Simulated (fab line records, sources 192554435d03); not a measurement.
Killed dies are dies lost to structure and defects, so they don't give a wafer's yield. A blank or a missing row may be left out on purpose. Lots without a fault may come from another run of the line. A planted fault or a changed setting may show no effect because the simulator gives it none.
Split-lot experiment | flow n5_finfet | 7 lots, 21 wafers read, on a route of 1938 steps

THE SPLIT
At N5_MOL_CONTACT_COAG_VIA_ETCH_46 (etches SiO2 in C4F6/O2, target depth 46 nm, overetch 9.2 nm, time 40 s), the setting bias_w was moved away from the recipe's 455 W on 7 of the 21 wafers read, by -17.7% to +11.5%. The other wafers ran this setting at the recipe's value.

The reading is taken at the split's own step.

THE READING
rf_vpp_V, in V, at N5_MOL_CONTACT_COAG_VIA_ETCH_46 (etches SiO2 in C4F6/O2, target depth 46 nm, overetch 9.2 nm, time 40 s). Fault-free wafers of this fab line usually give 1596 V, standard deviation 31 V.

wafer  | tool, chamber at the split | bias_w as run, W | against the recipe | rf_vpp_V, V | against lot-mates on the recipe
L075.1 | rie_diel-06, 1             | 455              | recipe             | 1566        | -
L075.2 | rie_diel-06, 3             | 455              | recipe             | 1604        | -
L075.5 | rie_diel-06, 2             | 455              | recipe             | 1585        | -
L078.1 | rie_diel-05, 1             | 455              | recipe             | 1600        | -
L078.2 | rie_diel-05, 0             | 455              | recipe             | 1575        | -
L078.5 | rie_diel-05, 1             | 455              | recipe             | 1597        | -
L079.2 | rie_diel-04, 0             | 455              | recipe             | 1582        | -
L079.3 | rie_diel-04, 3             | 455              | recipe             | 1595        | -
L079.4 | rie_diel-04, 1             | 507.5            | +11.5%             | 1710        | +122
L085.1 | rie_diel-04, 0             | 455              | recipe             | 1580        | -
L085.5 | rie_diel-04, 2             | 374.5            | -17.7%             | 1368        | -219
L085.6 | rie_diel-04, 3             | 455              | recipe             | 1594        | -
L090.2 | rie_diel-06, 2             | 430.7            | -5.3%              | 1521        | no lot-mate on the recipe
L090.5 | rie_diel-06, 0             | 430.7            | -5.3%              | 1606        | no lot-mate on the recipe
L090.6 | rie_diel-06, 1             | 430.7            | -5.3%              | 1499        | no lot-mate on the recipe
L096.1 | rie_diel-06, 2             | 455              | recipe             | 1585        | -
L096.4 | rie_diel-06, 3             | 455              | recipe             | 1601        | -
L096.6 | rie_diel-06, 1             | 408.8            | -10.2%             | 1442        | -151
L097.1 | rie_diel-06, 2             | 455              | recipe             | 1584        | -
L097.2 | rie_diel-06, 0             | 387.1            | -14.9%             | 1481        | -112
L097.4 | rie_diel-06, 3             | 455              | recipe             | 1603        | -

THE FIT
A straight line over all 21 wafers: rf_vpp_V changes by +10.7 V for each +1% of bias_w; r = +0.93; the points scatter about the line by 27 V.
The same after taking each lot's own level away (the mean of its wafers on the recipe; 18 wafers): +11 V for each +1%; r = +0.96; scatter 20 V.
On that fit, the largest move of bias_w shifts the reading by 1.9e+02 V.
The lots' own levels span 1585.0 to 1593.5 V, that is 0.3 times the standard deviation above.
So the lot-to-lot level changes the slope little: the two slopes agree.
Check: with one of the wafers moved furthest among these (-17.7%) left out of the fit, the line predicts -178 V for it against its lot-mates. It came out at -219 V against them.
Tool readings at the split's step, against how far the setting was moved: rf_vpp_V r = +0.93.

OTHER SPLITS ON THESE WAFERS
These wafers also went through other splits before the reading. Each is held against what the fit with the lots' levels taken away leaves over:
other split on the same wafers               | wafers away from the commonest value | r with rf_vpp_V (lot level and that fit taken away)
N5_GATE_CUT_EXPOSE_10 dose_mj                | 6                                    | -0.01
N5_MOL_CONTACT_COAG_CONTACT_ETCH_14 source_w | 7                                    | +0.38

THE FILE'S OWN FIT
rf_vpp_V changes by +11 V for each +1% of bias_w, r = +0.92.
